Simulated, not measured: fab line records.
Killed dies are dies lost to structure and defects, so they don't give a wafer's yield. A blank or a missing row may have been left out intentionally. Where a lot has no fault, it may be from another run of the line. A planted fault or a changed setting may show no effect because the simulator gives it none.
Which tool was responsible? ; flow n5Finfet ; 28 wafers from 10 lots sampled at 5 of the route's 1938 steps

== WHAT THE GAUGES SHOWED, per wafer ==
N5_BEOL_M0_SAQP_THK_MEAS_05.
lot;measured;on;thkNm (nm)
L306;day 5 14:56;filmMetro-01;58.7 58.2 59.7
L307;day 5 20:44;filmMetro-01;59.8 60.4 60.8
L311;day 6 22:35;filmMetro-02;59.4 59.5 60.2
L314;day 7 11:43;filmMetro-01;58.7 58.7 59.9
L316;day 8 01:12;filmMetro-01;58.6 58.7 59.5
L322;day 9 09:13;filmMetro-01;61.1 60.7
L326;day 10 10:47;filmMetro-02;58.2 59.8 60.2
L327;day 10 16:18;filmMetro-02;60.2 60.1 61.2
L328;day 11 01:59;filmMetro-01;59.6 60.2 61.3
L329;day 11 04:49;filmMetro-02;60.9 59.6

N5_BEOL_M0_SAQP_OVL_MEAS_15.
lot;measured;on;M0_CORE_OVL (nm)
L306;day 5 15:27;overlay-02;-0.1 0.6 -0.4
L307;day 5 21:14;overlay-01;-0.4 -0.3 -0.1
L311;day 6 22:59;overlay-01;-0.3 -0.6 -0.4
L314;day 7 12:06;overlay-02;0.6 0.9 0.1
L316;day 8 01:35;overlay-02;0.4 0.6 1.1
L322;day 9 09:44;overlay-01;-0.7 -0.3
L326;day 10 11:10;overlay-02;0.0 -1.8 0.5
L327;day 10 16:49;overlay-01;-0.3 -0.4 -0.2
L328;day 11 02:22;overlay-02;0.3 -0.1 0.2
L329;day 11 05:20;overlay-02;0.7 1.1

N5_BEOL_M4_RC_MEAS_101.
lot;measured;on;DIBL_N (mV/V);DIBL_P (mV/V);IOFF_N (nA/um);IOFF_P (nA/um);ION_N (uA/um);ION_P (uA/um);SS_N (mV/dec);SS_P (mV/dec);VT_N (mV);VT_P (mV)
L306;day 7 17:58;prober-02;32.5 34.3 35.5;34.3 35.3 36.1;0.114 0.124 0.148;0.16 0.17 0.19;661 671 671;455 459 457;71.2 71.5 72.2;72.2 72.8 73.0;252 251 248;-255 -252 -252
L307;day 8 00:58;prober-02;38.5 36.1 36.6;37.8 35.7 36.2;0.187 0.158 0.158;0.21 0.18 0.18;682 674 679;458 456 460;71.5 71.3 71.3;73.8 73.2 73.7;246 247 248;-252 -253 -253
L311;day 9 01:55;prober-02;34.2 35.6 36.1;33.5 35.0 34.7;0.128 0.146 0.155;0.19 0.22 0.21;673 661 667;464 457 461;71.0 71.8 71.4;72.3 72.8 72.6;250 252 251;-252 -249 -248
L314;day 9 12:40;prober-02;34.3 34.4 38.4;33.6 34.0 38.9;0.128 0.122 0.192;0.17 0.17 0.25;674 663 678;460 451 458;70.8 71.3 72.2;72.6 73.4 74.0;253 252 247;-251 -254 -249
L316;day 10 11:14;prober-02;32.8 35.2 35.2;32.7 34.5 36.2;0.098 0.137 0.135;0.14 0.15 0.18;642 668 683;443 450 463;70.1 71.6 70.9;72.1 71.6 72.6;258 250 252;-257 -257 -253
L322;day 11 15:56;prober-01;40.2 36.7;41.1 37.4;0.209 0.144;0.23 0.17;693 678;466 462;72.1 70.8;74.6 72.9;249 253;-250 -254
L326;day 13 11:00;prober-02;37.6 36.6 37.2;37.5 35.7 36.1;0.179 0.157 0.168;0.24 0.22 0.23;679 679 686;465 470 477;71.9 71.0 72.1;73.8 72.6 72.5;246 248 246;-247 -249 -248
L327;day 13 10:44;prober-01;36.7 34.6 36.0;35.2 33.2 34.7;0.144 0.118 0.136;0.20 0.18 0.20;683 669 680;471 463 471;71.3 70.9 71.5;73.2 72.8 72.8;250 254 252;-248 -251 -249
L328;day 13 15:16;prober-01;32.7 35.5 33.7;32.4 37.1 34.0;0.120 0.155 0.130;0.14 0.19 0.16;667 666 675;453 458 455;71.0 71.5 70.1;72.6 73.3 72.8;255 254 254;-255 -253 -254
L329;day 14 08:32;prober-01;36.5 41.0;35.5 40.2;0.142 0.249;0.22 0.32;667 689;466 478;71.1 72.7;72.7 74.6;250 242;-247 -245

== WHICH TOOL RAN EACH LOT (tool, then ch and the chambers of the sampled wafers, then the start) ==
lot;N5_BEOL_M0_SAQP_SPACER1_ALD_98;N5_BEOL_M0_SAQP_ETCH_101
L306;aldSin-03 ch 0,2,3, day 5 16:29;rieDiel-06 ch 0,3, day 5 17:13
L307;aldSin-03 ch 1,2,3, day 5 22:24;rieDiel-06 ch 0,1,3, day 5 23:10
L311;aldSin-01 ch 0,2,3, day 7 00:02;rieDiel-06 ch 1,2,3, day 7 00:44
L314;aldSin-04 ch 0,1,3, day 7 13:10;rieDiel-04 ch 1,2,3, day 7 14:03
L316;aldSin-01 ch 0,1,2, day 8 02:57;rieDiel-04 ch 1,2, day 8 03:40
L322;aldSin-04 ch 0,3, day 9 11:28;rieDiel-03 ch 0,3, day 9 12:26
L326;aldSin-01 ch 0,1,2, day 10 12:47;rieDiel-03 ch 1,2, day 10 13:29
L327;aldSin-01 ch 1,2,3, day 10 18:02;rieDiel-06 ch 0,1,2, day 10 18:44
L328;aldSin-01 ch 0,2,3, day 11 03:19;rieDiel-03 ch 0,1,2, day 11 04:04
L329;aldSin-01 ch 1,3, day 11 06:19;rieDiel-04 ch 2, day 11 07:01
- N5_BEOL_M0_SAQP_SPACER1_ALD_98: deposits SiO2, target thk 12.8 nm, pulse time 1 s, purge time 2 s.
- N5_BEOL_M0_SAQP_ETCH_101: etches SiNx in CH3F/O2, target depth 29.9 nm, time 42.7 s.

== WHAT THE TOOLS THEMSELVES READ (means of the sampled wafers that have a number; where no wafer has one, the mark that the record gives instead) ==
N5_BEOL_M0_SAQP_SPACER1_ALD_98.
lot;tool;heaterPowerW (W);precursorPulseHeightRel;susceptorTempC (C)
L306;aldSin-03;521;0.993;300.14
L307;aldSin-03;531;1.015;300.01
L311;aldSin-01;472;0.984;300.16
L314;aldSin-04;483;1.002;299.91
L316;aldSin-01;462;1.001;294.06
L322;aldSin-04;492;1.000;300.08
L326;aldSin-01;482;1.014;299.92
L327;aldSin-01;453;1.002;299.95
L328;aldSin-01;480;1.011;300.06
L329;aldSin-01;441;1.001;299.84

N5_BEOL_M0_SAQP_ETCH_101.
lot;tool;drypumpMotorCurrentA (A);oes_ar_750_au (a.u.);oesProductAu (a.u.);rfVppV (V);showerheadPlenumPTorr (Torr);throttleValvePct (%)
L306;rieDiel-06;5.9;0.86;0.87;299;2.03;16.17
L307;rieDiel-06;6.2;0.82;0.82;298;2.04;16.28
L311;rieDiel-06;6.1;0.81;0.81;295;2.01;16.21
L314;rieDiel-04;5.2;0.84;0.84;296;2.08;16.14
L316;rieDiel-04;4.9;0.77;0.76;294;2.09;16.23
L322;rieDiel-03;6.1;0.92;0.93;292;2.13;16.17
L326;rieDiel-03;5.2;0.70;0.70;304;1.95;16.55
L327;rieDiel-06;6.1;0.82;0.81;298;2.02;16.23
L328;rieDiel-03;5.5;0.78;0.78;300;2.03;16.38
L329;rieDiel-04;5.4;0.88;0.87;292;2.12;16.22

== THE ANSWER, worked out from the rows above alone ==
Rule: the lots themselves supply what counts as usual. The widest of any qualifying gaps counts: lots, ordered by their means at a reading, are off when they make up no more than a third of the lots, leave a main group of 4 or more, and stand apart from it by 3 or more times the standard deviation of that group's means. A main group whose means are all the same, to the digits that the tables above print for the reading, isn't used. A lot without any number at a reading at which 4 lots or more have one is off too. Where the step has rows for the other lots, those lots are counted as sound. Order of review: gauges by route order, followed by the tools' own readings, for which a lot's mean as printed above is used. At the first step where some lot is off, the reading lying furthest off is the one used; lots without a number count as furthest.
Off, at N5_BEOL_M0_SAQP_SPACER1_ALD_98 on susceptorTempC: L316. The main group: mean 300.01 C, standard deviation 0.1.
A tool fits if, at that step or a process step before it, it ran every lot that is off, and no sound lot after the first of them. Not one of the candidates tried fits.

== WHAT WAS PUT IN BY THE SIMULATOR ==
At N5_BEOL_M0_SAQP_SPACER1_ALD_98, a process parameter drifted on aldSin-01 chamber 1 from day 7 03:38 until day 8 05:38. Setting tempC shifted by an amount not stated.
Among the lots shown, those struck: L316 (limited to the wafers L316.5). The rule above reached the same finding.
